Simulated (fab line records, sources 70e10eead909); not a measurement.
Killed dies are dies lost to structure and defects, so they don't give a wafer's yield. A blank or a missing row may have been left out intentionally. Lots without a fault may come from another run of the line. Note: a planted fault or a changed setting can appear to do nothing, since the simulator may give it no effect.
Which tool was responsible?	flow nandHarc	6 lots with 18 wafers sampled at 5 steps, on a route of 1302 steps

WHAT THE GAUGES READ, wafer by wafer
NHARC_END_SORT_01.
lot	measured	on	killedAtArray
L881	day 29 06:59	prober-02	63

EACH LOT AND THE TOOL THAT RAN IT (in order: tool; ch and the chambers of the sampled wafers; start)
lot	NHARC_A_CONTACT_STRIP_26	NHARC_A_CONTACT_CMP_20	NHARC_A_BLC_ETCH_18	NHARC_A_BLC_STRIP_29
L873	rieDiel-06 ch 1,2,3, day 24 08:59 or earlier	cmp-01 ch 1,2, day 24 08:59	rieDiel-03 ch 1,2, day 24 11:09 or earlier	rieDiel-09 ch 1,2,3, day 24 11:09
L876	rieDiel-01 ch 1,2, day 25 10:26 or earlier	cmp-03 ch 0,1,3, day 25 10:26	rieDiel-09 ch 1,2,3, day 25 12:33 or earlier	rieDiel-03 ch 0,1,2, day 25 12:33
L881	rieDiel-06 ch 1,2, day 27 07:11 or earlier	cmp-04 ch 1,2,3, day 27 07:11	rieDiel-09 ch 0,1,3, day 27 09:22 or earlier	rieDiel-03 ch 1,2,3, day 27 09:22
L884	rieDiel-13 ch 0,1,3, day 28 14:35 or earlier	cmp-04 ch 1,2, day 28 14:35	rieDiel-09 ch 0,1, day 28 16:54 or earlier	rieDiel-03 ch 1,3, day 28 16:54
L885	rieDiel-06 ch 0,1,2, day 29 11:01 or earlier	cmp-03 ch 0,1,3, day 29 11:01	rieDiel-07 ch 0,2,3, day 29 13:09 or earlier	rieDiel-07 ch 0,1,2, day 29 13:09
L892	rieDiel-06 ch 0,1,2, day 32 10:19 or earlier	cmp-01 ch 0,2,3, day 32 10:19	rieDiel-03 ch 0,2,3, day 32 12:37 or earlier	rieDiel-03 ch 0,2, day 32 12:37
- NHARC_A_CONTACT_STRIP_26: strips in O2.
- NHARC_A_CONTACT_CMP_20: polishes, t overpolish 30 s, target thk 300 nm.
- NHARC_A_BLC_ETCH_18: etches the open film in C4F8/O2/Ar, target depth 910 nm.
- NHARC_A_BLC_STRIP_29: strips in CF4.

THE ANSWER, worked out from the rows above alone
Rule: what is usual is taken from the lots themselves. Put in order of their means at a reading, lots are off if they are a third of the lots or fewer, leave a main group of 4 or more, and stand apart from it by a gap of 3 or more times the standard deviation of the main group's means; of several such gaps the widest counts. A main group whose means are all the same, to the digits that the tables above print for the reading, isn't used. Also off: a lot with no number at a reading for which 4 or more lots have one. Where the step has rows for the other lots, those lots are counted as sound.
None of the lots is off at any reading shown; this tells nothing.

WHAT THE SIMULATOR HAD PUT IN
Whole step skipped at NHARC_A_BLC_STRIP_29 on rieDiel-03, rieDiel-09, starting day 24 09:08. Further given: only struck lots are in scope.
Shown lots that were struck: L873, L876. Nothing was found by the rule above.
